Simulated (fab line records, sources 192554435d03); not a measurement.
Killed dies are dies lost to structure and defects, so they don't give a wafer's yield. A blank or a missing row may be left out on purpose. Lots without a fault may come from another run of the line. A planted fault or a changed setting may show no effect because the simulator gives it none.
Split-lot experiment | flow n5_finfet | 7 lots, 21 wafers read, on a route of 1938 steps

THE SPLIT
At N5_HKMG_FIN_ETCH_35 (etches SOC in N2/H2, target depth 215.8 nm, time 243.4 s), the setting bias_w was moved away from the recipe's 5 W on 9 of the 21 wafers read, by -11.3% to +17.9%. The other wafers ran this setting at the recipe's value.

The reading is taken at the split's own step.

THE READING
rf_vpp_V, in V, at N5_HKMG_FIN_ETCH_35 (etches SOC in N2/H2, target depth 215.8 nm, time 243.4 s). Fault-free wafers of this fab line usually give 142.0 V, standard deviation 0.83 V.

wafer  | tool, chamber at the split | bias_w as run, W | against the recipe | rf_vpp_V, V | against lot-mates on the recipe
L079.2 | rie_diel-01, 3             | 5                | recipe             | 141.4       | -
L079.5 | rie_diel-01, 1             | 5                | recipe             | 142.4       | -
L079.6 | rie_diel-01, 0             | 5                | recipe             | 141.7       | -
L080.1 | rie_diel-03, 0             | 5                | recipe             | 142.6       | -
L080.5 | rie_diel-03, 1             | 4.484            | -10.3%             | 132.9       | -9.7
L080.6 | rie_diel-03, 2             | 4.484            | -10.3%             | 132.2       | -10.4
L083.1 | rie_diel-03, 3             | 5                | recipe             | 141.7       | -
L083.2 | rie_diel-03, 0             | 5.264            | +5.3%              | 148.0       | +6.2
L083.4 | rie_diel-03, 1             | 5                | recipe             | 141.9       | -
L088.2 | rie_diel-01, 0             | 5                | recipe             | 140.9       | -
L088.3 | rie_diel-01, 3             | 5                | recipe             | 141.8       | -
L088.5 | rie_diel-01, 0             | 5.86             | +17.2%             | 157.2       | +15.8
L092.2 | rie_diel-01, 0             | 5                | recipe             | 143.3       | -
L092.5 | rie_diel-01, 2             | 5                | recipe             | 142.6       | -
L092.6 | rie_diel-01, 1             | 5                | recipe             | 142.6       | -
L095.1 | rie_diel-06, 2             | 5.893            | +17.9%             | 159.6       | no lot-mate on the recipe
L095.3 | rie_diel-06, 1             | 5.893            | +17.9%             | 156.7       | no lot-mate on the recipe
L095.6 | rie_diel-06, 3             | 5.893            | +17.9%             | 157.7       | no lot-mate on the recipe
L097.2 | rie_diel-01, 3             | 4.437            | -11.3%             | 128.6       | -13.9
L097.3 | rie_diel-01, 2             | 5                | recipe             | 142.5       | -
L097.6 | rie_diel-01, 0             | 4.437            | -11.3%             | 132.6       | -9.9

THE FIT
A straight line over all 21 wafers: rf_vpp_V changes by +0.918 V for each +1% of bias_w; r = +0.99; the points scatter about the line by 1.1 V.
The same after taking each lot's own level away (the mean of its wafers on the recipe; 18 wafers): +0.986 V for each +1%; r = +0.99; scatter 0.9 V.
On that fit, the largest move of bias_w shifts the reading by 18 V.
The lots' own levels span 141.35 to 142.83 V, that is 1.8 times the standard deviation above.
So the lot-to-lot level changes the slope little: the two slopes agree.
Check: with one of the wafers moved furthest among these (+17.2%) left out of the fit, the line predicts +17.9 V for it against its lot-mates. It came out at +15.8 V against them.
Tool readings at the split's step, against how far the setting was moved: rf_vpp_V r = +0.99.

OTHER SPLITS ON THESE WAFERS
These wafers also went through other splits before the reading. Each is held against what the fit with the lots' levels taken away leaves over:
other split on the same wafers   | wafers away from the commonest value | r with rf_vpp_V (lot level and that fit taken away)
N5_HKMG_FIN_HK_ALD_01 ald_cycles | 6                                    | +0.08

THE FILE'S OWN FIT
rf_vpp_V changes by +0.975 V for each +1% of bias_w, r = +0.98.
